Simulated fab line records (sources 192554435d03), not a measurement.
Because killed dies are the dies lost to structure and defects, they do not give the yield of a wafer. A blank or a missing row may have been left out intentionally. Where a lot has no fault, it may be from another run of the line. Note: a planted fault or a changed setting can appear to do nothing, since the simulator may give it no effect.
A lot that was struck, set against a sound lot | flow n5-finfet | 39 out of 1938 route steps
Sound: wafers L102.1, L102.2, L102.5. Wafers struck: L110.1, L110.2, L110.5. The cause comes at the end.
At each step with rows: each side's tool, then ch and its chambers, then its first start. Under that, the readings that differ: sound wafers | struck wafers | difference of the means | sigmas: that difference in standard deviations of wafers without a fault.
alike: a reading whose means differ by less than 2 such deviations, as well as words and numbers matching on both sides. not compared: withheld readings; readings where some wafer has no value; bounds like >300 that might hide an equal value; numbers whose values overlap and for which the record gives no deviation.
Wherever a step has rows on one side only, a row that says differs or no value, or a row with sigmas, the two part there. When numbers do not overlap yet have no deviation, they are printed without sigmas and do not part them. Lack of a reading on every wafer of one side parts them only where that side has two or more wafers.

first, 12 steps without rows for these wafers: N5_SD_EPI_N_ETCH_35 (etches SOC in N2/H2, overetch 108 nm, time 486 s); N5_SD_EPI_N_STRIP_36 (strips in N2/H2); N5_SD_EPI_N_ETCHBACK_44 (etches SiNx in CH3F/O2, stops on SiO2, target depth 14.5 nm); N5_SD_EPI_N_ETCH_45 (etches SiOCN in CH3F/O2, target depth 6 nm); N5_SD_EPI_N_ETCH_16 (etches SiO2 in CHF3/O2, target depth 5 nm); N5_SD_EPI_N_STRIP_47 (strips in CHF3/O2); N5_SD_EPI_N_SD_RECESS_17 (chemistry HBr/Cl2/O2, target depth 41 nm, time 23.7 s, bt time 3 s); N5_SD_EPI_N_STRIP_38 (strips in N2/H2); N5_SD_EPI_N_WET_ETCH_43 (etches SiO2 in dHF, time 14 s, target depth 1.5 nm); N5_SD_EPI_N_STRIP_18 (strips in SPM, time 750 s); N5_SD_EPI_N_SRD_20 (time 30 s); N5_SD_EPI_N_PRECLEAN_48 (cleans in NF3:NH3, afs cycles 2, time 20 s, sublimation time 60 s).
N5_SD_EPI_N_VAPOR_ETCH_50: etches Si in HCl, time 54 s.
  sound on epi-rpcvd-01 ch 0, day 5 10:57; struck on epi-rpcvd-02 ch 0, day 7 08:35
  reading                | sound             | struck         | difference                    | sigmas
  susceptor-temp-C (C)   | 774.9 774.9 774.5 | - - -          | no value on the struck wafers |
  throttle-valve-pct (%) | 12.7 12.5 12.4    | 11.8 11.5 11.5 | -0.9                          | -2
then, 24 steps without rows for these wafers: N5_SD_EPI_N_EPI_21 (deposits Si:P, time 690 s); N5_SD_EPI_N_PRECLEAN_24 (cleans in O3/DIW, time 60 s); N5_SD_EPI_N_SRD_25 (time 30 s); N5_SD_EPI_N_PRECLEAN_49 (cleans in NF3:NH3, afs cycles 1, time 20 s, sublimation time 60 s); N5_SD_EPI_N_LINER_46 (material SiNx, target thk 3 nm); N5_SD_EPI_P_COAT_34 (time 60 s, resist thk 350 nm); N5_SD_EPI_P_COAT_35 (time 60 s, resist thk 35 nm); N5_SD_EPI_P_COAT_03 (resist thk 150 nm); N5_SD_EPI_P_EBR_05; N5_SD_EPI_P_SOFTBAKE_04 (time 60 s); N5_SD_EPI_P_EXPOSE_06 (exposes mask SD P BLK, target cd 240 nm); N5_SD_EPI_P_PEB_07 (peb time 60 s); N5_SD_EPI_P_DEVELOP_08 (develop time 30 s); N5_SD_EPI_P_DESCUM_14 (chemistry O2, time 7.9 s); N5_SD_EPI_P_ETCH_36 (etches SiARC in CF4, target depth 45.5 nm, time 75.8 s); N5_SD_EPI_P_ETCH_37 (etches SOC in N2/H2, overetch 108 nm, time 486 s); N5_SD_EPI_P_STRIP_38 (strips in N2/H2); N5_SD_EPI_P_ETCHBACK_46 (etches SiNx in CH3F/O2, stops on SiO2, target depth 17.5 nm); N5_SD_EPI_P_ETCH_47 (etches SiOCN in CH3F/O2, target depth 25 nm); N5_SD_EPI_P_ETCH_16 (etches SiO2 in CHF3/O2, target depth 5 nm); N5_SD_EPI_P_STRIP_50 (strips in CHF3/O2); N5_SD_EPI_P_SD_RECESS_17 (chemistry HBr/Cl2/O2, target depth 39.1 nm, bt time 3 s); N5_SD_EPI_P_WET_ETCH_45 (etches SiO2 in dHF, time 10.7 s, target depth 2 nm, rinse time 30 s); N5_SD_EPI_P_STRIP_40 (strips in N2/H2).
-- a jump in the record: the struck wafers' starts before and after are 5 days apart (it breaks off in module SD_EPI_P and resumes in module BEOL_M4, where the first step shown is number 1111 of the route) --
N5_BEOL_M4_RC_MEAS_101:
  sound on prober-02 ch 0, day 10 05:58; struck on prober-01 ch 0, day 12 11:34
  reading            | sound          | struck          | difference | sigmas
  DIBL_N (mV/V)      | 37.9 37.0 38.1 | 29.5 31.8 31.2  | -6.8       | -4
  IOFF_N (nA/um)     | 0.19 0.17 0.20 | 0.07 0.10 0.09  | -0.10      | -3
  IOFF_N_85C (nA/um) | 3.5 3.3 3.8    | 1.6 2.2 1.9     | -1.6       | -3
  ION_N (uA/um)      | 678 661 675    | 615 619 622     | -53        | -5
  ION_P (uA/um)      | 470 455 467    | 480 477 485     | +17        | +2
  REXT_N (ohm.um)    | 71.7 70.8 71.3 | 97.5 100.4 98.7 | +27.6      | +15
  SS_N (mV/dec)      | 72.0 72.1 72.0 | 69.8 70.8 71.3  | -1.4       | -2
  VT_N (mV)          | 249 251 252    | 262 256 259     | +8         | +3
  VT_N_LVT (mV)      | 96 98 97       | 111 106 110     | +12        | +4
  alike: DIBL_P, IOFF_P, SS_P, VT_P
-- a jump in the record: the struck wafers' starts before and after are 4 days apart (it breaks off in module BEOL_M4 and resumes in module PASSIVATION, where the first step shown is number 1936 of the route) --
N5_PASSIVATION_PROBE_49:
  the record has rows for the struck wafers here (prober-01, day 16 19:04) and none for the sound ones

== WHERE THEY PART ==
First at N5_SD_EPI_N_VAPOR_ETCH_50; last, within this record, at N5_PASSIVATION_PROBE_49.

WHY: what had been put in by the simulator
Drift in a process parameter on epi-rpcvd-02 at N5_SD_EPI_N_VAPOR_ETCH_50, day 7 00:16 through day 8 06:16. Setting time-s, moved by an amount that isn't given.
